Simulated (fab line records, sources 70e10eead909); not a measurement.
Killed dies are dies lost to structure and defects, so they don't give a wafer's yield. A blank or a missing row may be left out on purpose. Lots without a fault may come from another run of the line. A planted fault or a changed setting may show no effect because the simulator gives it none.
Which tool did it? | flow nand_harc | 20 lots, 60 wafers sampled, at 6 steps of a route of 1159

WHAT THE GAUGES READ, wafer by wafer
The record holds no reading of a measuring or inspecting step that can be judged against a usual standard deviation.

WHICH TOOL RAN EACH LOT (tool, then ch and the chambers of the sampled wafers, then the start)
lot  | NHARC_A_STAIRCASE_ETCH_444         | NHARC_A_SGD_CUT_DEP_00          | NHARC_A_SGD_CUT_ETCH_15                       | NHARC_A_SGD_CUT_ETCH_16                       | NHARC_A_SLIT_DEP_23             | NHARC_A_SLIT_STRIP_18
L076 | rie_diel-11 ch 0,1,3, day 13 21:42 | pecvd-03 ch 0,1,2, day 14 02:11 | rie_diel-08 ch 2,3, day 14 12:41 or earlier   | rie_diel-08 ch 1,3, day 14 12:41 or earlier   | pecvd-01 ch 0,1,2, day 14 12:41 | rie_diel-03 ch 0,3, no start
L075 | rie_diel-07 ch 0,1,2, day 14 06:56 | pecvd-03 ch 0,1, day 14 11:43   | rie_diel-08 ch 1,2,3, day 14 22:28 or earlier | rie_diel-08 ch 1,2,3, day 14 22:28 or earlier | pecvd-01 ch 0,1, day 14 22:28   | rie_diel-09 ch 0,2, no start
L078 | rie_diel-13 ch 0,2,3, day 14 06:58 | pecvd-02 ch 0,1, day 14 11:49   | rie_diel-04 ch 0,1, day 15 00:21 or earlier   | rie_diel-04 ch 0,1,3, day 15 00:21 or earlier | pecvd-03 ch 0,1,2, day 15 00:21 | rie_diel-01 ch 1,2,3, no start
L077 | rie_diel-13 ch 0,1,3, day 14 08:11 | pecvd-01 ch 0,1, day 14 13:19   | rie_diel-04 ch 0,1,3, day 14 22:37 or earlier | rie_diel-04 ch 1,2, day 14 22:37 or earlier   | pecvd-03 ch 0,1, day 14 22:37   | rie_diel-09 ch 1,2,3, no start
L079 | rie_diel-07 ch 0,1,2, day 14 08:23 | pecvd-03 ch 0,1, day 14 13:08   | rie_diel-02 ch 1,2, day 14 22:25 or earlier   | rie_diel-02 ch 0,1, day 14 22:25 or earlier   | pecvd-03 ch 0,1,2, day 14 22:25 | rie_diel-03 ch 2,3, no start
L081 | rie_diel-13 ch 0,1,2, day 14 16:50 | pecvd-03 ch 0,1, day 14 21:50   | rie_diel-04 ch 0,1,2, day 15 07:47 or earlier | rie_diel-04 ch 0,1,2, day 15 07:47 or earlier | pecvd-03 ch 0,1, day 15 07:47   | rie_diel-01 ch 0,1,3, no start
L080 | rie_diel-07 ch 0,2, day 14 16:52   | pecvd-01 ch 0,1,2, day 14 22:05 | rie_diel-08 ch 2,3, day 15 08:23 or earlier   | rie_diel-08 ch 1,2, day 15 08:23 or earlier   | pecvd-04 ch 0,1,2, day 15 08:23 | rie_diel-03 ch 1,2, no start
L083 | rie_diel-11 ch 0,1,3, day 15 22:08 | pecvd-01 ch 0,1,2, day 16 03:42 | rie_diel-04 ch 0,3, day 16 16:01 or earlier   | rie_diel-04 ch 1,2,3, day 16 16:01 or earlier | pecvd-03 ch 0,1, day 16 16:01   | rie_diel-09 ch 0,1,3, no start
L084 | rie_diel-07 ch 1,3, day 16 18:53   | pecvd-03 ch 1,2, day 16 23:41   | rie_diel-04 ch 1,2,3, day 17 10:45 or earlier | rie_diel-04 ch 0,1,3, day 17 10:45 or earlier | pecvd-04 ch 0,1,2, day 17 10:45 | rie_diel-01 ch 2,3, no start
L085 | rie_diel-11 ch 0,2,3, day 16 19:15 | pecvd-01 ch 1,2, day 17 00:13   | rie_diel-08 ch 2,3, day 17 11:53 or earlier   | rie_diel-08 ch 2,3, day 17 11:53 or earlier   | pecvd-03 ch 0,1,2, day 17 11:53 | rie_diel-01 ch 0,2,3, no start
L086 | rie_diel-13 ch 0,2,3, day 16 19:30 | pecvd-01 ch 0,1, day 17 00:00   | rie_diel-02 ch 0,1,3, day 17 09:57 or earlier | rie_diel-02 ch 0,2,3, day 17 09:57 or earlier | pecvd-01 ch 0,2, day 17 09:57   | rie_diel-01 ch 2,3, no start
L088 | rie_diel-13 ch 0,1, day 16 20:28   | pecvd-03 ch 1,2, day 17 01:40   | rie_diel-04 ch 2,3, day 17 11:41 or earlier   | rie_diel-04 ch 0,2,3, day 17 11:41 or earlier | pecvd-03 ch 0,1,2, day 17 11:41 | rie_diel-09 ch 1,2,3, no start
L087 | rie_diel-13 ch 1,2,3, day 17 03:58 | pecvd-03 ch 0,1, day 17 08:42   | rie_diel-02 ch 1,2, day 17 21:02 or earlier   | rie_diel-02 ch 1,2,3, day 17 21:02 or earlier | pecvd-03 ch 1,2, day 17 21:02   | rie_diel-03 ch 0,2,3, no start
L090 | rie_diel-11 ch 1,2,3, day 17 04:00 | pecvd-02 ch 1,2, day 17 08:51   | rie_diel-04 ch 0,2, day 17 21:37 or earlier   | rie_diel-04 ch 0,1,3, day 17 21:37 or earlier | pecvd-04 ch 0,2, day 17 21:37   | rie_diel-03 ch 0,1, no start
L089 | rie_diel-07 ch 0,2,3, day 17 08:41 | pecvd-03 ch 1,2, day 17 12:55   | rie_diel-02 ch 0,1, day 18 03:02 or earlier   | rie_diel-02 ch 1,2,3, day 18 03:02 or earlier | pecvd-01 ch 0,1,2, day 18 03:02 | rie_diel-03 ch 0,1, no start
L091 | rie_diel-07 ch 0,2,3, day 17 13:10 | pecvd-02 ch 0,1, day 17 18:11   | rie_diel-02 ch 1,2,3, day 18 07:58 or earlier | rie_diel-02 ch 0,1,2, day 18 07:58 or earlier | pecvd-03 ch 1,2, day 18 07:58   | rie_diel-01 ch 0,2,3, no start
L092 | rie_diel-13 ch 0,2, day 17 13:35   | pecvd-03 ch 1,2, day 17 18:25   | rie_diel-04 ch 0,2,3, day 18 06:52 or earlier | rie_diel-04 ch 2,3, day 18 06:52 or earlier   | pecvd-04 ch 1,2, day 18 06:52   | rie_diel-03 ch 0,3, no start
L093 | rie_diel-11 ch 2,3, day 17 14:49   | pecvd-02 ch 0,1,2, day 17 20:20 | rie_diel-04 ch 0,2,3, day 18 08:50 or earlier | rie_diel-04 ch 0,3, day 18 08:50 or earlier   | pecvd-04 ch 0,2, day 18 08:50   | rie_diel-09 ch 1,3, no start
L095 | rie_diel-11 ch 0,1,2, day 18 14:54 | pecvd-03 ch 0,1, day 18 20:40   | rie_diel-08 ch 1,2,3, day 19 06:25 or earlier | rie_diel-08 ch 1,2,3, day 19 06:25 or earlier | pecvd-03 ch 0,1, day 19 06:25   | rie_diel-03 ch 1,2,3, no start
L097 | rie_diel-07 ch 0,2,3, day 19 02:15 | pecvd-02 ch 0,2, day 19 07:26   | rie_diel-02 ch 2,3, day 19 17:52 or earlier   | rie_diel-02 ch 0,3, day 19 17:52 or earlier   | pecvd-04 ch 0,1,2, day 19 17:52 | rie_diel-01 ch 0,2,3, no start
- NHARC_A_STAIRCASE_ETCH_444: etches the open film in C4F8/O2, target depth 10200 nm, time 3400 s.
- NHARC_A_SGD_CUT_DEP_00: deposits SiNx, target thk 50 nm.
- NHARC_A_SGD_CUT_ETCH_15: etches the open film in CH3F/O2, target depth 75 nm, time 64.3 s.
- NHARC_A_SGD_CUT_ETCH_16: etches the open film in C4F8/O2/Ar, target depth 310.5 nm, time 155.2 s.
- NHARC_A_SLIT_DEP_23: deposits SiON, target thk 100 nm.
- NHARC_A_SLIT_STRIP_18: strips in O2.

WHAT THE TOOLS THEMSELVES READ (means of the sampled wafers that have a number; where no wafer has one, the mark that the record gives instead)
NHARC_A_STAIRCASE_ETCH_444. Usual: bias_w 1000 W, standard deviation 3.1; chamber_pressure_mTorr 24.997 mTorr, standard deviation 0.025; oes_product_au 0.937 a.u., standard deviation 0.017; rf_fwd_power_W 599.8 W, standard deviation 1.6; rf_vpp_V 809 V, standard deviation 3.9.
lot  | tool        | bias_w (W) | chamber_pressure_mTorr (mTorr) | oes_product_au (a.u.) | rf_fwd_power_W (W) | rf_vpp_V (V) | flag
L076 | rie_diel-11 | 1000       | 24.987                         | 0.940                 | 600.1              | 806          |
L075 | rie_diel-07 | 1002       | 25.013                         | 0.923                 | 600.4              | 806          |
L078 | rie_diel-13 | 999        | 25.002                         | 0.947                 | 598.3              | 813          |
L077 | rie_diel-13 | 1000       | 25.029                         | 0.942                 | 601.4              | 813          |
L079 | rie_diel-07 | 1002       | 25.008                         | 0.934                 | 599.8              | 807          |
L081 | rie_diel-13 | 997        | 25.006                         | 0.926                 | 601.6              | 813          |
L080 | rie_diel-07 | 1001       | 24.996                         | 0.932                 | 599.5              | 805          |
L083 | rie_diel-11 | 1000       | 24.981                         | 0.936                 | 598.4              | 806          |
L084 | rie_diel-07 | 1002       | 24.980                         | 0.920                 | 601.4              | 807          |
L085 | rie_diel-11 | 999        | 24.997                         | 0.972                 | 601.5              | 805          |
L086 | rie_diel-13 | 1000       | 25.001                         | 0.955                 | 600.1              | 813          |
L088 | rie_diel-13 | 1000       | 24.983                         | 0.926                 | 599.5              | 814          |
L087 | rie_diel-13 | 1002       | 25.005                         | 0.925                 | 598.5              | 811          |
L090 | rie_diel-11 | 1001       | 24.995                         | 0.954                 | 599.0              | 808          |
L089 | rie_diel-07 | 999        | 25.000                         | 0.936                 | 601.8              | 807          |
L091 | rie_diel-07 | 1002       | 24.983                         | 0.929                 | 600.7              | 807          |
L092 | rie_diel-13 | 1000       | 24.989                         | 0.937                 | 599.2              | 813          |
L093 | rie_diel-11 | 998        | 24.976                         | 0.935                 | 598.4              | 807          |
L095 | rie_diel-11 | 1003       | 24.989                         | 0.929                 | 599.7              | 807          |
L097 | rie_diel-07 | 1000       | 24.994                         | 0.958                 | 600.7              | 807          |

NHARC_A_SGD_CUT_DEP_00. Usual: heater_power_w 691 W, standard deviation 88; rf_fwd_power_W 448.1 W, standard deviation 1.7.
lot  | tool     | heater_power_w (W) | rf_fwd_power_W (W) | flag
L076 | pecvd-03 | 708                | 447.8              |
L075 | pecvd-03 | 710                | 448.7              |
L078 | pecvd-02 | 615                | 448.0              |
L077 | pecvd-01 | 779                | 447.4              |
L079 | pecvd-03 | 773                | 448.3              |
L081 | pecvd-03 | 676                | 448.7              |
L080 | pecvd-01 | 704                | 446.6              |
L083 | pecvd-01 | 716                | 446.6              |
L084 | pecvd-03 | 762                | 449.0              |
L085 | pecvd-01 | 678                | 449.7              |
L086 | pecvd-01 | 697                | 446.4              |
L088 | pecvd-03 | 793                | 447.4              |
L087 | pecvd-03 | 678                | 448.5              |
L090 | pecvd-02 | 589                | 447.1              |
L089 | pecvd-03 | 803                | 447.5              |
L091 | pecvd-02 | 567                | 448.2              |
L092 | pecvd-03 | 734                | 448.7              |
L093 | pecvd-02 | 606                | 448.2              |
L095 | pecvd-03 | 656                | 449.1              |
L097 | pecvd-02 | 577                | 449.6              |

NHARC_A_SGD_CUT_ETCH_15. Usual: bias_w 100.05 W, standard deviation 0.28; chamber_pressure_mTorr 24.999 mTorr, standard deviation 0.022; drypump_motor_current_A 5.7 A, standard deviation 0.38; oes_product_au 0.954 a.u., standard deviation 0.021; rf_fwd_power_W 495.4 W, standard deviation 1.9; rf_vpp_V 264.3 V, standard deviation 1.9; showerhead_plenum_p_Torr 2.48 Torr, standard deviation 0.11; throttle_valve_pct 20.663 %, standard deviation 0.0097.
lot  | tool        | bias_w (W) | chamber_pressure_mTorr (mTorr) | drypump_motor_current_A (A) | oes_product_au (a.u.) | rf_fwd_power_W (W) | rf_vpp_V (V) | showerhead_plenum_p_Torr (Torr) | throttle_valve_pct (%) | flag
L076 | rie_diel-08 | 100.25     | 24.983                         | 5.1                         | 0.964                 | 494.5              | 263.5        | 2.44                            | 20.656                 |
L075 | rie_diel-08 | 100.12     | 24.996                         | 5.2                         | 0.960                 | 498.3              | 262.9        | 2.42                            | 20.663                 |
L078 | rie_diel-04 | 100.16     | 25.017                         | 5.8                         | 0.925                 | 497.1              | 263.5        | 2.46                            | 20.667                 |
L077 | rie_diel-04 | 100.09     | 24.997                         | 5.7                         | 0.964                 | 494.5              | 265.3        | 2.52                            | 20.662                 |
L079 | rie_diel-02 | 100.14     | 24.997                         | 6.1                         | 0.940                 | 495.9              | 261.7        | 2.32                            | 20.657                 |
L081 | rie_diel-04 | 100.08     | 24.987                         | 5.9                         | 0.940                 | 496.6              | 265.0        | 2.52                            | 20.665                 |
L080 | rie_diel-08 | 99.88      | 25.011                         | 5.2                         | 0.930                 | 496.3              | 264.1        | 2.44                            | 20.667                 |
L083 | rie_diel-04 | 100.34     | 24.984                         | 5.8                         | 0.967                 | 492.4              | 266.7        | 2.60                            | 20.656                 |
L084 | rie_diel-04 | 99.96      | 24.992                         | 5.8                         | 0.971                 | 496.5              | 264.4        | 2.50                            | 20.657                 |
L085 | rie_diel-08 | 100.08     | 25.018                         | 5.1                         | 0.926                 | 496.2              | 264.1        | 2.45                            | 20.671                 |
L086 | rie_diel-02 | 100.24     | 24.997                         | 5.9                         | 0.917                 | 493.8              | 263.5        | 2.47                            | 20.657                 |
L088 | rie_diel-04 | 99.57      | 25.003                         | 5.7                         | 0.979                 | 496.3              | 265.8        | 2.56                            | 20.666                 |
L087 | rie_diel-02 | 99.89      | 25.011                         | 6.3                         | 0.971                 | 494.7              | 261.1        | 2.30                            | 20.665                 |
L090 | rie_diel-04 | 99.92      | 24.999                         | 6.0                         | 0.971                 | 494.1              | 265.7        | 2.59                            | 20.664                 |
L089 | rie_diel-02 | 100.08     | 25.015                         | 5.7                         | 0.948                 | 496.4              | 263.9        | 2.46                            | 20.674                 |
L091 | rie_diel-02 | 100.10     | 24.988                         | 6.1                         | 0.970                 | 493.5              | 262.3        | 2.40                            | 20.664                 |
L092 | rie_diel-04 | 99.87      | 24.987                         | 5.8                         | 0.972                 | 494.9              | 265.9        | 2.58                            | 20.660                 |
L093 | rie_diel-04 | 99.98      | 25.027                         | 5.8                         | 0.971                 | 494.3              | 265.9        | 2.58                            | 20.664                 |
L095 | rie_diel-08 | 100.32     | 25.006                         | 5.2                         | 0.977                 | 495.8              | 262.7        | 2.42                            | 20.671                 |
L097 | rie_diel-02 | 100.11     | 24.980                         | 6.0                         | 0.948                 | 494.3              | 264.0        | 2.48                            | 20.654                 |

NHARC_A_SGD_CUT_ETCH_16. Usual: bias_w 799.7 W, standard deviation 2.4; chamber_pressure_mTorr 25.000 mTorr, standard deviation 0.02; oes_product_au 0.966 a.u., standard deviation 0.016; rf_fwd_power_W 597.6 W, standard deviation 2; rf_vpp_V 724 V, standard deviation 4.7.
lot  | tool        | bias_w (W) | chamber_pressure_mTorr (mTorr) | oes_product_au (a.u.) | rf_fwd_power_W (W) | rf_vpp_V (V) | flag
L076 | rie_diel-08 | 799.5      | 24.992                         | 0.971                 | 597.1              | 721          |
L075 | rie_diel-08 | 800.6      | 24.996                         | 0.978                 | 598.1              | 721          |
L078 | rie_diel-04 | 799.5      | 24.998                         | 0.954                 | 597.5              | 726          |
L077 | rie_diel-04 | 796.7      | 24.990                         | 0.962                 | 599.2              | 725          |
L079 | rie_diel-02 | 801.5      | 25.016                         | 0.959                 | 598.4              | 723          |
L081 | rie_diel-04 | 799.4      | 24.990                         | 0.955                 | 598.4              | 726          |
L080 | rie_diel-08 | 800.3      | 24.980                         | 0.947                 | 600.0              | 721          |
L083 | rie_diel-04 | 799.6      | 24.980                         | 0.964                 | 598.5              | 725          |
L084 | rie_diel-04 | 798.3      | 24.997                         | 0.965                 | 597.9              | 726          |
L085 | rie_diel-08 | 798.9      | 25.000                         | 0.952                 | 598.0              | 723          |
L086 | rie_diel-02 | 800.5      | 24.989                         | 0.941                 | 597.6              | 724          |
L088 | rie_diel-04 | 799.1      | 25.020                         | 0.979                 | 596.1              | 728          |
L087 | rie_diel-02 | 799.3      | 25.003                         | 0.962                 | 598.3              | 721          |
L090 | rie_diel-04 | 797.7      | 25.017                         | 0.977                 | 597.9              | 725          |
L089 | rie_diel-02 | 797.1      | 25.000                         | 0.985                 | 596.4              | 720          |
L091 | rie_diel-02 | 801.8      | 24.993                         | 0.976                 | 596.5              | 720          |
L092 | rie_diel-04 | 801.6      | 24.996                         | 0.987                 | 596.0              | 727          |
L093 | rie_diel-04 | 799.3      | 24.998                         | 0.975                 | 594.1              | 729          |
L095 | rie_diel-08 | 800.5      | 25.011                         | 0.978                 | 598.6              | 721          |
L097 | rie_diel-02 | 801.5      | 25.020                         | 0.961                 | 598.8              | 727          |

NHARC_A_SLIT_DEP_23. Usual: chamber_pressure_Torr 3.499 Torr, standard deviation 0.0082; heater_power_w 760 W, standard deviation 83; rf_fwd_power_W 348.4 W, standard deviation 1.2.
lot  | tool     | chamber_pressure_Torr (Torr) | heater_power_w (W) | rf_fwd_power_W (W) | flag
L076 | pecvd-01 | 3.506                        | 774                | 348.1              |
L075 | pecvd-01 | 3.498                        | 718                | 348.7              |
L078 | pecvd-03 | 3.493                        | 751                | 348.0              |
L077 | pecvd-03 | 3.495                        | 686                | 348.4              |
L079 | pecvd-03 | 3.500                        | 713                | 347.7              |
L081 | pecvd-03 | 3.491                        | 792                | 348.5              |
L080 | pecvd-04 | 3.502                        | 784                | 348.8              |
L083 | pecvd-03 | 3.505                        | 819                | 348.0              |
L084 | pecvd-04 | 3.500                        | 736                | 349.5              |
L085 | pecvd-03 | 3.495                        | 726                | 348.4              |
L086 | pecvd-01 | 3.503                        | 757                | 347.5              |
L088 | pecvd-03 | 3.503                        | 749                | 349.3              |
L087 | pecvd-03 | 3.499                        | 841                | 348.6              |
L090 | pecvd-04 | 3.504                        | 717                | 349.6              |
L089 | pecvd-01 | 3.499                        | 740                | 348.7              |
L091 | pecvd-03 | 3.492                        | 816                | 347.4              |
L092 | pecvd-04 | 3.504                        | 702                | 348.7              |
L093 | pecvd-04 | 3.498                        | 739                | 348.7              |
L095 | pecvd-03 | 3.498                        | 797                | 348.9              |
L097 | pecvd-04 | 3.502                        | 783                | 349.9              |

NHARC_A_SLIT_STRIP_18. Usual: chamber_pressure_mTorr 60.00 mTorr, standard deviation 0.052; drypump_motor_current_A 5.7 A, standard deviation 0.46; oes_product_au 1.000 a.u., standard deviation 0.0098; rf_vpp_V 58.0 V, standard deviation 0.95; showerhead_plenum_p_Torr 3.58 Torr, standard deviation 0.13; throttle_valve_pct 17.035 %, standard deviation 0.0093.
lot  | tool        | chamber_pressure_mTorr (mTorr) | drypump_motor_current_A (A) | oes_product_au (a.u.) | rf_vpp_V (V) | showerhead_plenum_p_Torr (Torr) | throttle_valve_pct (%) | flag
L076 | rie_diel-03 | 59.96                          | 5.9                         | 0.989                 | 57.4         | 3.46                            | 17.026                 |
L075 | rie_diel-09 | 59.98                          | 5.5                         | 1.001                 | 56.9         | 3.53                            | 17.029                 |
L078 | rie_diel-01 | 59.97                          | 5.8                         | 0.997                 | 58.5         | 3.52                            | 17.027                 |
L077 | rie_diel-09 | 59.95                          | 6.0                         | 0.996                 | 57.8         | 3.60                            | 17.034                 |
L079 | rie_diel-03 | 60.05                          | 5.7                         | 0.993                 | 57.5         | 3.40                            | 17.029                 |
L081 | rie_diel-01 | 59.98                          | 5.9                         | 0.995                 | 58.0         | 3.60                            | 17.026                 |
L080 | rie_diel-03 | 60.00                          | 5.0                         | 1.007                 | 59.5         | 3.66                            | 17.040                 |
L083 | rie_diel-09 | 60.00                          | 5.8                         | 1.006                 | 58.4         | 3.66                            | 17.040                 |
L084 | rie_diel-01 | 60.03                          | 5.8                         | 0.999                 | 56.9         | 3.51                            | 17.017                 |
L085 | rie_diel-01 | 60.06                          | 6.0                         | 1.002                 | 58.2         | 3.60                            | 17.049                 |
L086 | rie_diel-01 | 60.07                          | 5.8                         | 1.000                 | 57.1         | 3.51                            | 17.038                 |
L088 | rie_diel-09 | 60.03                          | 6.0                         | 1.002                 | 57.2         | 3.60                            | 17.039                 |
L087 | rie_diel-03 | 60.08                          | 5.8                         | 1.000                 | 57.7         | 3.49                            | 17.030                 |
L090 | rie_diel-03 | 59.97                          | 5.2                         | 1.003                 | 59.0         | 3.72                            | 17.041                 |
L089 | rie_diel-03 | 59.99                          | 5.6                         | 1.004                 | 58.1         | 3.69                            | 17.034                 |
L091 | rie_diel-01 | 60.05                          | 6.0                         | 1.002                 | 57.3         | 3.60                            | 17.039                 |
L092 | rie_diel-03 | 60.02                          | 5.9                         | 0.998                 | 57.9         | 3.46                            | 17.031                 |
L093 | rie_diel-09 | 60.00                          | 5.9                         | 0.993                 | 58.4         | 3.68                            | 17.037                 |
L095 | rie_diel-03 | 60.03                          | 5.3                         | 1.004                 | 57.2         | 3.53                            | 17.038                 |
L097 | rie_diel-01 | 59.97                          | 6.0                         | 1.003                 | 58.3         | 3.60                            | 17.038                 |

THE ANSWER, worked out from the rows above alone
Rule: a lot is off if the mean of its wafers that have a number lies more than 3 standard deviations from the usual mean. A lot without any number at a reading at which 4 lots or more have one is off too. The other lots that the step has rows for count as sound. The gauges are gone through in route order, then the tools' own readings, and for those a lot's mean is taken as printed above. The first step at which some lot is off is used, and at that step the reading that is off furthest; a lot without a number counts as furthest.
No lot is off at any reading shown: from this, nothing can be told.

WHAT THE SIMULATOR HAD PUT IN
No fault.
